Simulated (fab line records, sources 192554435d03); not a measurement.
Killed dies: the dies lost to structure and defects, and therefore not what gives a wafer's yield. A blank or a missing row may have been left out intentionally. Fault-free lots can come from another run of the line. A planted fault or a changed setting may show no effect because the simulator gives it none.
Split-lot study    flow n5-finfet    21 wafers read across 7 lots, on a route 1938 steps long

== THE SPLIT ITSELF ==
At N5_BEOL_M2_ETCH_70 (etches SOC in N2/H2, target depth 80 nm, overetch 24 nm, time 130 s), the setting bias-w was moved away from the recipe's 150 W on 5 of the 21 wafers read, by -10.4% to +16.5%. This setting was run at the recipe's value on the other wafers.

The reading is taken at the split's own step.

== THE READING ==
rf-vpp-V, in V, at N5_BEOL_M2_ETCH_70 (etches SOC in N2/H2, target depth 80 nm, overetch 24 nm, time 130 s). On this fab line, fault-free wafers typically give 524.7 V with a standard deviation of 2.1 V.

wafer   tool, chamber at the split  bias-w as run, W  against the recipe  rf-vpp-V, V  against lot-mates on the recipe
L076.1  rie-diel-01, 3              150               recipe              527.4        -
L076.3  rie-diel-01, 0              150               recipe              523.6        -
L076.6  rie-diel-01, 0              150               recipe              523.7        -
L082.2  rie-diel-04, 1              134.4             -10.4%              489.7        -37.1
L082.4  rie-diel-04, 2              134.4             -10.4%              486.9        -39.9
L082.5  rie-diel-04, 3              150               recipe              526.8        -
L088.1  rie-diel-03, 0              150               recipe              526.6        -
L088.3  rie-diel-03, 3              150               recipe              524.5        -
L088.4  rie-diel-03, 1              150               recipe              522.8        -
L090.1  rie-diel-01, 3              174.7             +16.5%              581.8        +60.0
L090.2  rie-diel-01, 2              150               recipe              520.4        -
L090.3  rie-diel-01, 0              150               recipe              523.1        -
L091.3  rie-diel-03, 2              150               recipe              524.6        -
L091.4  rie-diel-03, 3              150               recipe              523.9        -
L091.6  rie-diel-03, 3              150               recipe              525.9        -
L092.1  rie-diel-04, 2              150               recipe              522.5        -
L092.3  rie-diel-04, 3              150               recipe              526.2        -
L092.4  rie-diel-04, 1              150               recipe              525.8        -
L096.2  rie-diel-01, 0              167.1             +11.4%              560.7        +40.8
L096.3  rie-diel-01, 2              150               recipe              519.9        -
L096.5  rie-diel-01, 3              167.1             +11.4%              564.2        +44.3

FIT RESULTS
A straight line over all 21 wafers: rf-vpp-V changes by +3.44 V for each +1% of bias-w; r = +1.00; the points scatter about the line by 2.1 V.
The same after taking each lot's own level away (the mean of its wafers on the recipe; 21 wafers): +3.69 V for each +1%; r = +1.00; scatter 1.5 V.
Per that fit: largest bias-w move, reading shift of 61 V.
The span of the lots' own levels, 519.90 to 526.80 V, comes to 3.3 times the standard deviation stated above.
The two slopes agree, so the slope changes little with the lot-to-lot level.
Check: +61.3 V against its lot-mates is what the line predicts for one of the wafers moved furthest among these (+16.5%) when that wafer is left out of the fit. Against them it came out at +60 V.
Tool readings at the split's step, against how far the setting was moved: rf-vpp-V r = +1.00.

== FURTHER SPLITS ON THESE WAFERS ==
Note: prior to the reading, these wafers also went through further splits. Each is held against what the fit with the lots' levels taken away leaves over:
other split on the same wafers    wafers away from the commonest value  r with rf-vpp-V (lot level and that fit taken away)
N5_BEOL_M1_DESCUM_33 time-s       6                                     -0.16
N5_BEOL_M1_TRENCH_ETCH_37 time-s  10                                    +0.27

== THE WHOLE CHAIN: every reading that the file lists as answering this split, in the file's order ==
step                what it does                                                         reading                                                                           change (the file's fit)                 r (the file's)
N5_BEOL_M2_ETCH_70  etches SOC in N2/H2, target depth 80 nm, overetch 24 nm, time 130 s  rf-vpp-V                                                                          +3.68 V for each +1% of the setting     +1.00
N5_BEOL_M2_ETCH_70  etches SOC in N2/H2, target depth 80 nm, overetch 24 nm, time 130 s  SiARC_of_BEOL_M2_COAT_68.thk-nm (the simulator's own value, which no gauge read)  -0.0663 nm for each +1% of the setting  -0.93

== THE FILE'S OWN FIT ==
rf-vpp-V changes by +3.68 V for each +1% of bias-w, r = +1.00.
